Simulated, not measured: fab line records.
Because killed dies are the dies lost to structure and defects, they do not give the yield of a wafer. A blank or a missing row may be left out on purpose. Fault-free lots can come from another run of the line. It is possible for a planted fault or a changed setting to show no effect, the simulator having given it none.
Split-lot study :: flow n5-finfet :: 21 wafers read across 7 lots, on a route 1938 steps long

## THE SPLIT
At N5_PASSIVATION_EXPOSE_27 (exposes mask PAD, defocus 0 nm), the setting dose-mj was moved away from the recipe's 32.3 on 6 of the 21 wafers read, by -6.1% to +7.5%. All remaining wafers had this setting at the recipe value.

## FROM THE SPLIT TO THE READING: what the file shows between them, 2 steps
- N5_PASSIVATION_DEVELOP_29: develop time 60 s (also split here: develop-time-s)
- N5_PASSIVATION_HARDBAKE_31: time 120 s

## THE READING
cd-nm at N5_PASSIVATION_CD_MEAS_30, given in nm (cd target 4000 nm). Fault-free wafers of this fab line usually give 4000.1 nm, standard deviation 1.8 nm.

wafer: L078.2
tool, chamber at the split: krf-scanner-02, 0
dose-mj as run: 34.71
against the recipe: +7.5%
cd-nm, nm: 4009.9
against lot-mates on the recipe: +12.0

wafer: L078.4
tool, chamber at the split: krf-scanner-02, 0
dose-mj as run: 32.3
against the recipe: recipe
cd-nm, nm: 3998.4
against lot-mates on the recipe: -

wafer: L078.5
tool, chamber at the split: krf-scanner-02, 0
dose-mj as run: 32.3
against the recipe: recipe
cd-nm, nm: 3997.5
against lot-mates on the recipe: -

wafer: L080.1
tool, chamber at the split: krf-scanner-02, 0
dose-mj as run: 33.83
against the recipe: +4.7%
cd-nm, nm: 4008.9
against lot-mates on the recipe: +8.0

wafer: L080.4
tool, chamber at the split: krf-scanner-02, 0
dose-mj as run: 33.83
against the recipe: +4.7%
cd-nm, nm: 4010.8
against lot-mates on the recipe: +9.9

wafer: L080.6
tool, chamber at the split: krf-scanner-02, 0
dose-mj as run: 32.3
against the recipe: recipe
cd-nm, nm: 4000.9
against lot-mates on the recipe: -

wafer: L083.2
tool, chamber at the split: krf-scanner-02, 0
dose-mj as run: 32.3
against the recipe: recipe
cd-nm, nm: 3996.5
against lot-mates on the recipe: -

wafer: L083.3
tool, chamber at the split: krf-scanner-02, 0
dose-mj as run: 32.3
against the recipe: recipe
cd-nm, nm: 3999.9
against lot-mates on the recipe: -

wafer: L083.6
tool, chamber at the split: krf-scanner-02, 0
dose-mj as run: 32.3
against the recipe: recipe
cd-nm, nm: 3998.7
against lot-mates on the recipe: -

wafer: L084.1
tool, chamber at the split: krf-scanner-02, 0
dose-mj as run: 30.34
against the recipe: -6.1%
cd-nm, nm: 3986.4
against lot-mates on the recipe: -11.9

wafer: L084.3
tool, chamber at the split: krf-scanner-02, 0
dose-mj as run: 32.3
against the recipe: recipe
cd-nm, nm: 3996.1
against lot-mates on the recipe: -

wafer: L084.4
tool, chamber at the split: krf-scanner-02, 0
dose-mj as run: 32.3
against the recipe: recipe
cd-nm, nm: 4000.6
against lot-mates on the recipe: -

wafer: L087.3
tool, chamber at the split: krf-scanner-01, 0
dose-mj as run: 32.3
against the recipe: recipe
cd-nm, nm: 3999.5
against lot-mates on the recipe: -

wafer: L087.4
tool, chamber at the split: krf-scanner-01, 0
dose-mj as run: 32.3
against the recipe: recipe
cd-nm, nm: 3999.9
against lot-mates on the recipe: -

wafer: L087.6
tool, chamber at the split: krf-scanner-01, 0
dose-mj as run: 32.3
against the recipe: recipe
cd-nm, nm: 3998.7
against lot-mates on the recipe: -

wafer: L095.1
tool, chamber at the split: krf-scanner-02, 0
dose-mj as run: 32.3
against the recipe: recipe
cd-nm, nm: 3999.0
against lot-mates on the recipe: -

wafer: L095.3
tool, chamber at the split: krf-scanner-02, 0
dose-mj as run: 31.48
against the recipe: -2.5%
cd-nm, nm: 3995.2
against lot-mates on the recipe: -3.8

wafer: L095.6
tool, chamber at the split: krf-scanner-02, 0
dose-mj as run: 31.48
against the recipe: -2.5%
cd-nm, nm: 3993.3
against lot-mates on the recipe: -5.7

wafer: L097.4
tool, chamber at the split: krf-scanner-01, 0
dose-mj as run: 32.3
against the recipe: recipe
cd-nm, nm: 4000.6
against lot-mates on the recipe: -

wafer: L097.5
tool, chamber at the split: krf-scanner-01, 0
dose-mj as run: 32.3
against the recipe: recipe
cd-nm, nm: 4000.6
against lot-mates on the recipe: -

wafer: L097.6
tool, chamber at the split: krf-scanner-01, 0
dose-mj as run: 32.3
against the recipe: recipe
cd-nm, nm: 3999.7
against lot-mates on the recipe: -

THE FIT
A straight line over all 21 wafers: cd-nm changes by +1.89 nm for each +1% of dose-mj; r = +0.95; the points scatter about the line by 1.7 nm.
The same after taking each lot's own level away (the mean of its wafers on the recipe; 21 wafers): +1.8 nm for each +1%; r = +0.98; scatter 1.1 nm.
Per that fit: largest dose-mj move, reading shift of 13 nm.
The span of the lots' own levels, 3997.95 to 4000.90 nm, comes to 1.6 times the standard deviation stated above.
The two slopes are in agreement: the lot-to-lot level therefore moves the slope only a little.
Check: for one of the wafers moved furthest among these (+7.5%), held out of the fit, the line's prediction against its lot-mates is +14.3 nm. It came out at +12 nm against them.

## OTHER SPLITS ON THESE WAFERS
These wafers also went through other splits before the reading. Each is held against what the fit with the lots' levels taken away leaves over:
other split on the same wafers: N5_BEOL_M13_ETCH_59 time-s
wafers away from the commonest value: 7
r with cd-nm (lot level and that fit taken away): +0.04

other split on the same wafers: N5_BEOL_M14_COAT_04 spin-rpm
wafers away from the commonest value: 7
r with cd-nm (lot level and that fit taken away): -0.27

other split on the same wafers: N5_BEOL_M14_DESCUM_15 time-s
wafers away from the commonest value: 8
r with cd-nm (lot level and that fit taken away): -0.37

other split on the same wafers: N5_BEOL_M15_EXPOSE_07 dose-mj
wafers away from the commonest value: 9
r with cd-nm (lot level and that fit taken away): +0.16

other split on the same wafers: N5_BEOL_M15_STRIP_64 pressure-mtorr
wafers away from the commonest value: 15
r with cd-nm (lot level and that fit taken away): -0.03

other split on the same wafers: N5_BEOL_M15_EXPOSE_25 dose-mj
wafers away from the commonest value: 7
r with cd-nm (lot level and that fit taken away): +0.18

other split on the same wafers: N5_PASSIVATION_DEVELOP_29 develop-time-s
wafers away from the commonest value: 5
r with cd-nm (lot level and that fit taken away): +0.62

## THE FILE'S OWN FIT
cd-nm changes by +1.79 nm for each +1% of dose-mj, r = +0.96.
